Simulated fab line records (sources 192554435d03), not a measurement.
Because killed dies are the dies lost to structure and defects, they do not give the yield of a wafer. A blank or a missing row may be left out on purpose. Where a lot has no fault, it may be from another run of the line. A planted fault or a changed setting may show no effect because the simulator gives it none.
Problem report in the 8D (eight disciplines) form, filled by code || flow n5Finfet || the parts of the form that need people (team, actions taken, sign-off) are left out

## 1. PROBLEM STATEMENT
trenchDepthNm at N5_BEOL_M3_OCD_MEAS_38 reads a mean of 38.0 nm on 2 wafers of 2 lots; wafers without a fault read 55.5 nm with a standard deviation of 0.96. Measured from the usual mean, that is -18 standard deviations.
First seen on wafer L140.1, day 10 04:14, on ocd-02. The record holds 24 wafers of 8 lots with a number at this step. By rule, "out" or "out of limits" means more than 4 standard deviations away from the usual mean. The rest of the wafers with a number are treated as sound.

## 2. WHAT IT IS, AND WHAT IT ISN'T
{"question": "which readings at this step", "is": "trenchDepthNm", "is not": "-"}
{"question": "which lots", "is": "L140, L141", "is not": "L132, L133, L149, L150, L151, L152"}
{"question": "which wafers of those lots", "is": "L140.1, L141.1", "is not": "L140.3, L140.5, L141.2, L141.3"}
{"question": "read on which gauges", "is": "ocd-01, ocd-02", "is not": "-"}
{"question": "when", "is": "from day 10 04:14", "is not": "up to then (8 sound wafers); but 14 sound wafers of L141, L149, L150, L151, L152 came after"}

## 3. SUSPECTS, AND WHAT RULES EACH OUT
Counting: any tool at a process step up to the reading remains a suspect provided it ran every lot that is out. Sound lots after the first of them don't rule it out here, since some wafers of a struck lot are sound.
- the gauge at N5_BEOL_M3_OCD_MEAS_38 has been ruled out. Those wafers that are out were read across 2 gauges (ocd-01, ocd-02).
- rieDiel-06 at N5_BEOL_M3_ETCHBACK_99 (etches SiO2 in CHF3, target depth 5 nm, time 10.4 s): kept. Every lot that is out went through it, the first being L140 (day 10 03:50); the last sound lot it ran before that was L133 (day 7 21:06).
- rieDiel-06 at N5_BEOL_M3_TRENCH_ETCH_37 (etches SiOC in C4F6/O2, target depth 55.555 nm, time 29.2 s): kept. Every lot that is out went through it, the first being L140 (day 10 04:04); the last sound lot it ran before that was L133 (day 7 21:20). Out on those wafers are its own readings of rfFwdPowerW, rfVppV.
- At N5_BEOL_M3_ETCHBACK_99, inside rieDiel-06: chamber 0 took the wafers that are out, while their sound lot-mates went through chambers 2, 3.
- At N5_BEOL_M3_TRENCH_ETCH_37, inside rieDiel-06: chamber 0 took the wafers that are out, while their sound lot-mates went through chambers 2, 3.
After counting, rieDiel-06 at N5_BEOL_M3_ETCHBACK_99 and rieDiel-06 at N5_BEOL_M3_TRENCH_ETCH_37 remain.

## 4. THE CAUSE (what the simulator had put in)
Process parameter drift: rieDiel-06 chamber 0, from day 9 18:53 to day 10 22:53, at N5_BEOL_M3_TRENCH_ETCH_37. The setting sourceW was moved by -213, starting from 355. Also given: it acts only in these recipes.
2 suspects survive the count, and this tool is in that group.

## 5. THE CHAIN OF EFFECTS, in route order
Each row: a reading whose mean over the struck wafers that have a number lies more than 3 standard deviations from the usual. Only readings for which the record gives a usual standard deviation are gone through. hours: the time from each lot's start at the first step in this table that gives one to its start at this step, as a median over the lots. sigmas: the change in usual standard deviations.
{"hours": 0, "step": "N5_BEOL_M3_TRENCH_ETCH_37", "reading": "rfFwdPowerW", "usual": "349.7 W", "on struck wafers": 136.8, "change": -212.9, "sigmas": "-99 or more"}
{"hours": 0, "step": "N5_BEOL_M3_TRENCH_ETCH_37", "reading": "rfVppV", "usual": "660 V", "on struck wafers": 780, "change": "+120", "sigmas": "+10"}
{"hours": 0, "step": "N5_BEOL_M3_OCD_MEAS_38", "reading": "trenchDepthNm", "usual": "55.5 nm", "on struck wafers": 38.0, "change": -17.5, "sigmas": -18}
Process steps it contains:
- N5_BEOL_M3_TRENCH_ETCH_37: etches SiOC in C4F6/O2, target depth 55.555 nm, time 29.2 s.
Later steps that measure or inspect, where all struck wafers having a row at the step show a number for every such reading and not one has moved that far: N5_BEOL_M3_CD_MEAS_35, N5_BEOL_M4_RC_MEAS_101.

## 6. WHAT WOULD HAVE CAUGHT IT SOONER
In this record the first reading out of limits at a measuring or inspecting step was taken at day 10 04:14, 9 hours after the fault began at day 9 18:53.
At N5_BEOL_M3_TRENCH_ETCH_37, the tool's own readings (rfFwdPowerW, rfVppV) were out on each struck wafer the step has a row for, so an alarm limit on them would have fired on the first such wafer.
L141, from the lots that are out (2), started N5_BEOL_M3_TRENCH_ETCH_37 on rieDiel-06 later than day 10 04:14. It would have been spared by a hold on the tool at that moment.
